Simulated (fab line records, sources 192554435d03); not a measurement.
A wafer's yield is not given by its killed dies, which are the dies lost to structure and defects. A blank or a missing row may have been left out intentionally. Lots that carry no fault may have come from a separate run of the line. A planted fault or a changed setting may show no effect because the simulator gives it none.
Split-lot trial :: flow n5 finfet :: on a route of 1938 steps: 7 lots, 39 wafers read

## THE SPLIT
At N5_BEOL_M10_ILD_DEP_00 (deposits SiCOH lowk from DEMS/porogen, target thk 308.51 nm, time 58 s), the setting target thk a was moved away from the recipe's 3085.1 angstrom on 12 of the 39 wafers read, by -41.9% to +38.7%. For the rest of the wafers, this setting stayed at what the recipe calls for.

## FROM SPLIT TO READING: 1 step shown by the file between the two
- N5_BEOL_M10_CURE_71: cures SiCOH lowk, time 240 s

## THE READING
M10_ILD_THK at N5_BEOL_M10_THK_MEAS_01, in nm. Typical for fault-free wafers on this fab line: 267 nm, with standard deviation 3.3 nm.

wafer: L074.1
tool, chamber at the split: pecvd-04, 2
target thk a as run, angstrom: 3085.1
against the recipe: recipe
M10_ILD_THK, nm: 263
against lot-mates on the recipe: -

wafer: L074.2
tool, chamber at the split: pecvd-04, 1
target thk a as run, angstrom: 2067
against the recipe: -33.0%
M10_ILD_THK, nm: 176
against lot-mates on the recipe: -91

wafer: L074.3
tool, chamber at the split: pecvd-04, 0
target thk a as run, angstrom: 3085.1
against the recipe: recipe
M10_ILD_THK, nm: 270
against lot-mates on the recipe: -

wafer: L074.4
tool, chamber at the split: pecvd-04, 1
target thk a as run, angstrom: 3085.1
against the recipe: recipe
M10_ILD_THK, nm: 267
against lot-mates on the recipe: -

wafer: L074.5
tool, chamber at the split: pecvd-04, 2,0
target thk a as run, angstrom: 2067
against the recipe: -33.0%
M10_ILD_THK, nm: 181
against lot-mates on the recipe: -86

wafer: L074.6
tool, chamber at the split: pecvd-04, 2,0
target thk a as run, angstrom: 2067
against the recipe: -33.0%
M10_ILD_THK, nm: 181
against lot-mates on the recipe: -86

wafer: L077.1
tool, chamber at the split: pecvd-03, 0
target thk a as run, angstrom: 3085.1
against the recipe: recipe
M10_ILD_THK, nm: 267
against lot-mates on the recipe: -

wafer: L077.2
tool, chamber at the split: pecvd-03, 1
target thk a as run, angstrom: 3085.1
against the recipe: recipe
M10_ILD_THK, nm: 263
against lot-mates on the recipe: -

wafer: L077.3
tool, chamber at the split: pecvd-03, 0
target thk a as run, angstrom: 3085.1
against the recipe: recipe
M10_ILD_THK, nm: 268
against lot-mates on the recipe: -

wafer: L077.4
tool, chamber at the split: pecvd-03, 1
target thk a as run, angstrom: 3085.1
against the recipe: recipe
M10_ILD_THK, nm: 269
against lot-mates on the recipe: -

wafer: L077.5
tool, chamber at the split: pecvd-03, 0
target thk a as run, angstrom: 3085.1
against the recipe: recipe
M10_ILD_THK, nm: 272
against lot-mates on the recipe: -

wafer: L077.6
tool, chamber at the split: pecvd-03, 1
target thk a as run, angstrom: 3085.1
against the recipe: recipe
M10_ILD_THK, nm: 268
against lot-mates on the recipe: -

wafer: L075.1
tool, chamber at the split: pecvd-04, 2
target thk a as run, angstrom: 3085.1
against the recipe: recipe
M10_ILD_THK, nm: 261
against lot-mates on the recipe: -

wafer: L075.3
tool, chamber at the split: pecvd-04, 1
target thk a as run, angstrom: 3085.1
against the recipe: recipe
M10_ILD_THK, nm: 262
against lot-mates on the recipe: -

wafer: L075.6
tool, chamber at the split: pecvd-04, 0
target thk a as run, angstrom: 3085.1
against the recipe: recipe
M10_ILD_THK, nm: 268
against lot-mates on the recipe: -

wafer: L084.1
tool, chamber at the split: pecvd-04, 0
target thk a as run, angstrom: 3085.1
against the recipe: recipe
M10_ILD_THK, nm: 271
against lot-mates on the recipe: -

wafer: L084.2
tool, chamber at the split: pecvd-04, 2
target thk a as run, angstrom: 3085.1
against the recipe: recipe
M10_ILD_THK, nm: 265
against lot-mates on the recipe: -

wafer: L084.3
tool, chamber at the split: pecvd-04, 1
target thk a as run, angstrom: 3085.1
against the recipe: recipe
M10_ILD_THK, nm: 269
against lot-mates on the recipe: -

wafer: L084.4
tool, chamber at the split: pecvd-04, 0
target thk a as run, angstrom: 3085.1
against the recipe: recipe
M10_ILD_THK, nm: 272
against lot-mates on the recipe: -

wafer: L084.5
tool, chamber at the split: pecvd-04, 1
target thk a as run, angstrom: 3085.1
against the recipe: recipe
M10_ILD_THK, nm: 273
against lot-mates on the recipe: -

wafer: L084.6
tool, chamber at the split: pecvd-04, 2
target thk a as run, angstrom: 3085.1
against the recipe: recipe
M10_ILD_THK, nm: 270
against lot-mates on the recipe: -

wafer: L087.1
tool, chamber at the split: pecvd-03, 1
target thk a as run, angstrom: 3085.1
against the recipe: recipe
M10_ILD_THK, nm: 261
against lot-mates on the recipe: -

wafer: L087.2
tool, chamber at the split: pecvd-03, 0
target thk a as run, angstrom: 3085.1
against the recipe: recipe
M10_ILD_THK, nm: 260
against lot-mates on the recipe: -

wafer: L087.3
tool, chamber at the split: pecvd-03, 2
target thk a as run, angstrom: 4278
against the recipe: +38.7%
M10_ILD_THK, nm: 370
against lot-mates on the recipe: +108

wafer: L087.4
tool, chamber at the split: pecvd-03, 2
target thk a as run, angstrom: 4278
against the recipe: +38.7%
M10_ILD_THK, nm: 378
against lot-mates on the recipe: +116

wafer: L087.5
tool, chamber at the split: pecvd-03, 1
target thk a as run, angstrom: 3085.1
against the recipe: recipe
M10_ILD_THK, nm: 266
against lot-mates on the recipe: -

wafer: L087.6
tool, chamber at the split: pecvd-03, 0
target thk a as run, angstrom: 4278
against the recipe: +38.7%
M10_ILD_THK, nm: 377
against lot-mates on the recipe: +115

wafer: L090.1
tool, chamber at the split: pecvd-04, 2
target thk a as run, angstrom: 3085.1
against the recipe: recipe
M10_ILD_THK, nm: 261
against lot-mates on the recipe: -

wafer: L090.2
tool, chamber at the split: pecvd-04, 1
target thk a as run, angstrom: 2207
against the recipe: -28.5%
M10_ILD_THK, nm: 189
against lot-mates on the recipe: -75

wafer: L090.3
tool, chamber at the split: pecvd-04, 0
target thk a as run, angstrom: 3085.1
against the recipe: recipe
M10_ILD_THK, nm: 263
against lot-mates on the recipe: -

wafer: L090.4
tool, chamber at the split: pecvd-04, 2
target thk a as run, angstrom: 3085.1
against the recipe: recipe
M10_ILD_THK, nm: 267
against lot-mates on the recipe: -

wafer: L090.5
tool, chamber at the split: pecvd-04, 1
target thk a as run, angstrom: 2207
against the recipe: -28.5%
M10_ILD_THK, nm: 189
against lot-mates on the recipe: -75

wafer: L090.6
tool, chamber at the split: pecvd-04, 0
target thk a as run, angstrom: 2207
against the recipe: -28.5%
M10_ILD_THK, nm: 193
against lot-mates on the recipe: -71

wafer: L094.1
tool, chamber at the split: pecvd-02, 2
target thk a as run, angstrom: 3085.1
against the recipe: recipe
M10_ILD_THK, nm: 260
against lot-mates on the recipe: -

wafer: L094.2
tool, chamber at the split: pecvd-02, 0
target thk a as run, angstrom: 1793
against the recipe: -41.9%
M10_ILD_THK, nm: 150
against lot-mates on the recipe: -115

wafer: L094.3
tool, chamber at the split: pecvd-02, 1
target thk a as run, angstrom: 1793
against the recipe: -41.9%
M10_ILD_THK, nm: 152
against lot-mates on the recipe: -113

wafer: L094.4
tool, chamber at the split: pecvd-02, 0
target thk a as run, angstrom: 1793
against the recipe: -41.9%
M10_ILD_THK, nm: 152
against lot-mates on the recipe: -113

wafer: L094.5
tool, chamber at the split: pecvd-02, 2
target thk a as run, angstrom: 3085.1
against the recipe: recipe
M10_ILD_THK, nm: 266
against lot-mates on the recipe: -

wafer: L094.6
tool, chamber at the split: pecvd-02, 1
target thk a as run, angstrom: 3085.1
against the recipe: recipe
M10_ILD_THK, nm: 269
against lot-mates on the recipe: -
Rows listing several chambers each stand for several wafers; the file does not say which wafer went through which chamber.

THE FIT
A straight line over all 39 wafers: M10_ILD_THK changes by +2.74 nm for each +1% of target thk a; r = +1.00; the points scatter about the line by 3.8 nm.
The same after taking each lot's own level away (the mean of its wafers on the recipe; 39 wafers): +2.75 nm for each +1%; r = +1.00; scatter 3.5 nm.
On that fit, the largest move of target thk a shifts the reading by 1.2e+02 nm.
Across the lots, their own levels run from 262.3 to 270.0 nm, a range of 2.3 times the standard deviation given above.
The two slopes are in agreement: the lot-to-lot level therefore moves the slope only a little.
Check: for one of the wafers moved furthest among these (-41.9%), held out of the fit, the line's prediction against its lot-mates is -114 nm. It came out at -115 nm against them.

## FURTHER SPLITS ON THESE WAFERS
Note: prior to the reading, these wafers also went through further splits. Each is held against what the fit with the lots' levels taken away leaves over:
other split on the same wafers: N5_BEOL_M6_ILD_DEP_00 target thk a
wafers away from the commonest value: 9
r with M10_ILD_THK (lot level and that fit taken away): +0.00

other split on the same wafers: N5_BEOL_M9_ETCH_66 time s
wafers away from the commonest value: 15
r with M10_ILD_THK (lot level and that fit taken away): +0.10

## THE WHOLE CHAIN: every reading that the file lists as answering this split, in the file's order
step: N5_BEOL_M10_ILD_DEP_00
what it does: deposits SiCOH lowk from DEMS/porogen, target thk 308.51 nm, time 58 s
reading: SiCOH_lowk_of_BEOL_M10_ILD_DEP_00.thk nm (the simulator's own value, which no gauge read)
change (the file's fit): +3.1 nm for each +1% of the setting
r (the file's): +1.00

step: N5_BEOL_M10_CURE_71
what it does: cures SiCOH lowk, time 240 s
reading: SiCOH_lowk_of_BEOL_M10_ILD_DEP_00.thk nm (the simulator's own value, which no gauge read)
change (the file's fit): +2.73 nm for each +1% of the setting
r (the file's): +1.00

step: N5_BEOL_M10_THK_MEAS_01
what it does: 
reading: M10_ILD_THK
change (the file's fit): +2.73 for each +1% of the setting
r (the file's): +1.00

## FILE'S OWN FIT
M10_ILD_THK changes by +2.73 nm for each +1% of target thk a, r = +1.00.
